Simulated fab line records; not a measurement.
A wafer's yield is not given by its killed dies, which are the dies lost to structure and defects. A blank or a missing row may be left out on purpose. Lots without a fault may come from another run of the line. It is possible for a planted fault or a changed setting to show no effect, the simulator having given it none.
Which tool was responsible? -- flow nand harc -- Sampling: 12 lots, 36 wafers, 6 of 1159 route steps

## WHAT EACH GAUGE READ, for each wafer
NHARC_P_M0_CD_MEAS_16.
lot,measured,on,cd nm (nm)
L405,day 5 15:23,cd sem-01,89.6 87.9 88.3
L406,day 5 16:42,cd sem-03,90.2 88.8 90.7
L407,day 6 14:19,cd sem-01,86.9 87.4 87.4
L408,day 6 14:50,cd sem-01,89.6 88.9 89.4
L411,day 7 11:04,cd sem-03,88.5 89.2 89.8
L417,day 9 06:29,cd sem-03,90.2 89.7 89.4
L416,day 9 06:40,cd sem-01,91.0 90.4 90.3
L422,day 10 00:59,cd sem-02,90.4 89.6 90.6
L423,day 10 07:02,cd sem-03,89.8 89.3 89.3
L424,day 10 14:43,cd sem-03,90.6 89.7 91.3
L425,day 11 00:10,cd sem-03,88.4 87.6 88.6
L427,day 11 00:52,cd sem-01,89.5 90.1 89.8

NHARC_P_M1_CD_MEAS_09: target cd 130 nm.
lot,measured,on,cd nm (nm)
L405,day 5 18:59,cd sem-02,129.8 129.6 129.3
L406,day 5 20:24,cd sem-02,129.5 130.2 128.7
L407,day 6 18:12,cd sem-03,130.0 129.5 129.9
L408,day 6 18:24,cd sem-02,129.5 131.1 130.6
L411,day 7 14:48,cd sem-03,129.6 129.4 129.4
L417,day 9 10:03,cd sem-03,114.3 129.1 114.7
L416,day 9 10:19,cd sem-03,114.2 113.9 129.0
L422,day 10 04:35,cd sem-02,130.3 130.2 130.5
L423,day 10 10:29,cd sem-01,129.9 130.7 130.0
L424,day 10 18:16,cd sem-03,129.8 129.5 130.0
L425,day 11 03:45,cd sem-03,129.6 128.1 129.2
L427,day 11 04:25,cd sem-01,129.7 129.7 130.4

NHARC_END_SORT_01.
lot,measured,on,defect limited yield (%),killed at array,killed at other,killed at periphery,killed dies,killed open,killed short,sort_bin_2_pct (%),sort_bin_3_pct (%),sort_bin_4_pct (%),sort n pass,sort rim yield pct (%),sort yield pct (%)
L417,day 22 17:56,prober-02,90.1 94.4 92.3,33 37 34,0 0 0,34 1 18,67 38 52,6 4 4,4 5 2,6.5 1.3 4.4,0.30 0.59 0,3.1 3.7 3.2,610 639 625,97.2 95.3 99.1,90.1 94.4 92.3
L416,day 22 14:59,prober-01,91.9 90.3 94.2,35 40 38,0 1 0,20 25 1,55 66 39,3 5 2,1 0 1,4.0 5.2 2.2,0.59 0.30 0.44,3.5 4.3 3.1,622 611 638,94.3 90.6 89.6,91.9 90.3 94.2
L422,day 23 17:43,prober-02,95.1 94.5 93.4,30 28 38,0 2 1,3 7 6,33 37 45,3 6 3,3 5 2,1.3 2.1 2.2,0.30 0.30 0.15,3.2 3.1 4.3,644 640 632,94.3 95.3 92.5,95.1 94.5 93.4

## WHAT TOOL EACH LOT RAN ON (gives the tool, then ch and the chambers of the sampled wafers, and finally the start)
lot,NHARC_P_M0_PVD_20,NHARC_P_M0_DEP_32,NHARC_P_M1_PEB_07
L405,"pvd sputter-02, day 5 17:44 or earlier","pecvd-02 ch 0,1, day 5 17:44","litho track-01 ch 0, day 5 18:55"
L406,"pvd sputter-01, day 5 19:11 or earlier","pecvd-02 ch 1,2, day 5 19:11","litho track-06 ch 0, day 5 20:19"
L407,"pvd sputter-01, day 6 16:53 or earlier","pecvd-03 ch 0,2, day 6 16:53","litho track-01 ch 0, day 6 18:07"
L408,"pvd sputter-03, day 6 17:10 or earlier","pecvd-02 ch 0,2, day 6 17:10","litho track-04 ch 0, day 6 18:19"
L411,"pvd sputter-03, day 7 13:37 or earlier","pecvd-03 ch 0,1, day 7 13:37","litho track-01 ch 0, day 7 14:43"
L417,"pvd sputter-01, day 9 08:52 or earlier","pecvd-02 ch 0,2, day 9 08:52","litho track-06 ch 0, day 9 09:58"
L416,"pvd sputter-01, day 9 09:04 or earlier","pecvd-03 ch 0,1,2, day 9 09:04","litho track-06 ch 0, day 9 10:14"
L422,"pvd sputter-01, day 10 03:24 or earlier","pecvd-02 ch 0,1, day 10 03:24","litho track-04 ch 0, day 10 04:29"
L423,"pvd sputter-03, day 10 09:25 or earlier","pecvd-01 ch 0,1,2, day 10 09:25","litho track-01 ch 0, day 10 10:25"
L424,"pvd sputter-01, day 10 17:08 or earlier","pecvd-02 ch 0,1,2, day 10 17:08","litho track-04 ch 0, day 10 18:11"
L425,"pvd sputter-03, day 11 02:33 or earlier","pecvd-03 ch 0,1, day 11 02:33","litho track-01 ch 0, day 11 03:40"
L427,"pvd sputter-01, day 11 03:14 or earlier","pecvd-03 ch 0,1, day 11 03:14","litho track-04 ch 0, day 11 04:20"
- NHARC_P_M0_PVD_20: deposits TaN, target thk 5 nm, time 8.06 s.
- NHARC_P_M0_DEP_32: deposits SiCN, target thk 30 nm.
- NHARC_P_M1_PEB_07: peb time 65 s.

## WHAT THE TOOLS THEMSELVES READ (means of the sampled wafers that have a number; where no wafer has one, the mark that the record gives instead)
NHARC_P_M0_PVD_20.
lot,tool,chamber pressure pa (Pa),substrate temp c (C),throttle valve pct (%)
L405,pvd sputter-02,0.12,50.06,29.3
L406,pvd sputter-01,0.12,49.82,29.9
L407,pvd sputter-01,0.12,50.10,29.2
L408,pvd sputter-03,0.12,50.07,29.9
L411,pvd sputter-03,0.12,49.96,30.1
L417,pvd sputter-01,0.12,50.04,29.7
L416,pvd sputter-01,0.12,49.96,29.4
L422,pvd sputter-01,0.12,50.09,29.2
L423,pvd sputter-03,0.12,49.91,29.9
L424,pvd sputter-01,0.12,50.02,29.1
L425,pvd sputter-03,0.12,50.05,30.1
L427,pvd sputter-01,0.12,50.05,29.2

NHARC_P_M0_DEP_32.
lot,tool,heater power outer w (W),heater power w (W)
L405,pecvd-02,282,503
L406,pecvd-02,315,532
L407,pecvd-03,303,549
L408,pecvd-02,330,568
L411,pecvd-03,322,640
L417,pecvd-02,308,551
L416,pecvd-03,306,586
L422,pecvd-02,264,479
L423,pecvd-01,325,546
L424,pecvd-02,282,517
L425,pecvd-03,327,622
L427,pecvd-03,295,590

NHARC_P_M1_PEB_07.
lot,tool,heater power total W (W)
L405,litho track-01,156.4
L406,litho track-06,156.2
L407,litho track-01,156.6
L408,litho track-04,156.6
L411,litho track-01,157.1
L417,litho track-06,182.2
L416,litho track-06,182.1
L422,litho track-04,156.5
L423,litho track-01,156.4
L424,litho track-04,156.6
L425,litho track-01,156.5
L427,litho track-04,156.7

## THE ANSWER, worked out from the rows above alone
Rule: the usual values come from the lots themselves. Put in order of their means at a reading, lots are off if they are a third of the lots or fewer, leave a main group of 4 or more, and stand apart from it by a gap of 3 or more times the standard deviation of the main group's means; of several such gaps the widest counts. A main group is skipped when, at the precision printed for the reading in the tables above, its means are all equal. A lot without any number at a reading at which 4 lots or more have one is off too. Any other lot the step has rows for is counted as sound. The gauges are gone through in route order, then the tools' own readings, and for those a lot's mean is taken as printed above. At the first step where some lot is off, the reading lying furthest off is the one used; lots without a number count as furthest.
Off: L417, L416, at NHARC_P_M1_CD_MEAS_09 (cd nm). The main group: mean 129.8 nm, standard deviation 0.42.
If a tool, at a process step before that reading, ran all the lots that are off and no sound lot after the first of them, it fits. The gauges at NHARC_P_M1_CD_MEAS_09 aren't tried: what is off there is off at NHARC_P_M1_PEB_07 too, on other tools, and a gauge's error can't cause that. Because NHARC_P_M0_PVD_20 lacks a start for some lots, the hours and order of its lots are taken from NHARC_P_M0_DEP_32. One candidate fits, namely litho track-06 at NHARC_P_M1_PEB_07. A fault onset in the window from L406 (day 5 20:19, its last sound lot) to L417 (day 9 09:58, its first lot off) fits.
On the lots that are off, the tool's own readings at NHARC_P_M1_PEB_07 differ by more than 5 times the standard deviation of the sound lots' means, which bears it out; heater power total W reads 182.1 W there versus 156.6 W on the sound lots.

## WHAT HAD BEEN PUT IN BY THE SIMULATOR
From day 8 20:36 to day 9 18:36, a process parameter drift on litho track-06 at NHARC_P_M1_PEB_07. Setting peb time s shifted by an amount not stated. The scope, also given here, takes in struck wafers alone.
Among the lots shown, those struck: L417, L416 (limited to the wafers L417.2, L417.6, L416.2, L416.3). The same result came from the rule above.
